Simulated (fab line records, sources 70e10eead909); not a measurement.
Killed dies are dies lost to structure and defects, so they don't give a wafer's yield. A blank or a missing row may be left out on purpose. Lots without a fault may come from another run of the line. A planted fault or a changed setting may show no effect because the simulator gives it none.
A struck lot beside a sound one | flow nand_harc | 18 steps out of a route of 1302
Sound: wafers L604.1, L604.2, L604.5. Struck: wafers L611.1, L611.2. (L611.5 of the same lot was not struck and is left out.) The cause comes at the end.
At each step with rows: each side's tool, then ch and its chambers, then its first start. Under that, the readings that differ: sound wafers | struck wafers | difference of the means | sigmas: that difference in standard deviations of wafers without a fault.
alike: readings whose means differ by less than 2 such deviations, and words and numbers that are the same on both sides. not compared: withheld readings, readings that some wafer has no value for, bounds like >300 that may hide the same value, and numbers for which the record gives no deviation and whose values overlap.
The two part at a step that has a row with sigmas, a row that says differs or no value, or rows on one side only. Numbers that don't overlap but have no deviation are shown without sigmas and don't part them. A reading that every wafer of one side lacks parts them only if that side has two wafers or more.

NHARC_P_ZERO_WELL_CD_MEAS_24: target cd 720 nm.
  sound on cd_sem-03 ch 0, day 4 10:30; struck on cd_sem-01 ch 0, day 7 08:27
  alike: cd_nm
then, 1 step without rows for these wafers: NHARC_P_ZERO_WELL_HARDBAKE_25 (time 80 s).
NHARC_P_ZERO_WELL_DESCUM_26: chemistry O2, time 3 s.
  sound on rie_diel-07 ch 1,2,3, day 4 10:40; struck on rie_diel-07 ch 0,3, day 7 08:38
  reading                         | sound          | struck    | difference | sigmas
  showerhead_plenum_p_Torr (Torr) | 1.87 1.76 1.78 | 2.07 2.00 | +0.23      | +2
  alike: chamber_pressure_mTorr, drypump_motor_current_A, mfc_ar_sccm, oes_product_au, rf_vpp_V, throttle_valve_pct
  not compared: rf_hours_counter_h
then, 9 steps without rows for these wafers: NHARC_P_ZERO_WELL_IMPLANT_27; NHARC_P_ZERO_WELL_IMPLANT_57; NHARC_P_ZERO_WELL_IMPLANT_58; NHARC_P_ZERO_WELL_STRIP_28 (strips in SPM, time 840 s); NHARC_P_ZERO_WELL_DEHYDRATE_29 (time 120 s); NHARC_P_ZERO_WELL_HMDS_30 (time 30 s); NHARC_P_ZERO_WELL_COAT_31; NHARC_P_ZERO_WELL_SOFTBAKE_32 (time 95 s); NHARC_P_ZERO_WELL_EBR_33.
NHARC_P_ZERO_WELL_EXPOSE_34: exposes mask P PWELL, target cd 720 nm.
  sound on krf_scanner-01 ch 0, day 4 11:53; struck on krf_scanner-04 ch 0, day 7 09:49
  alike: mask
then, 2 steps without rows for these wafers: NHARC_P_ZERO_WELL_PEB_35 (peb time 85 s); NHARC_P_ZERO_WELL_DEVELOP_36 (time 70 s).
NHARC_P_ZERO_WELL_CD_MEAS_37: target cd 720 nm.
  sound on cd_sem-01 ch 0, day 4 12:02; struck on cd_sem-03 ch 0, day 7 09:58
  reading    | sound             | struck      | difference | sigmas
  cd_nm (nm) | 719.4 719.7 722.1 | 726.8 726.8 | +6.4       | +4
then, 1 step without rows for these wafers: NHARC_P_ZERO_WELL_HARDBAKE_38 (time 80 s).
-- the record jumps here: 22 days lie between the struck wafers' starts before and after (it left off in module P_ZERO_WELL and takes up again in module END, whose first step shown is number 1302 of the route) --
NHARC_END_SORT_01:
  the record has rows for the struck wafers here (prober-01 ch 0, day 29 20:31) and none for the sound ones

WHERE THEY PART
First at NHARC_P_ZERO_WELL_DESCUM_26; last, within this record, at NHARC_END_SORT_01.

WHY: what the simulator had put in
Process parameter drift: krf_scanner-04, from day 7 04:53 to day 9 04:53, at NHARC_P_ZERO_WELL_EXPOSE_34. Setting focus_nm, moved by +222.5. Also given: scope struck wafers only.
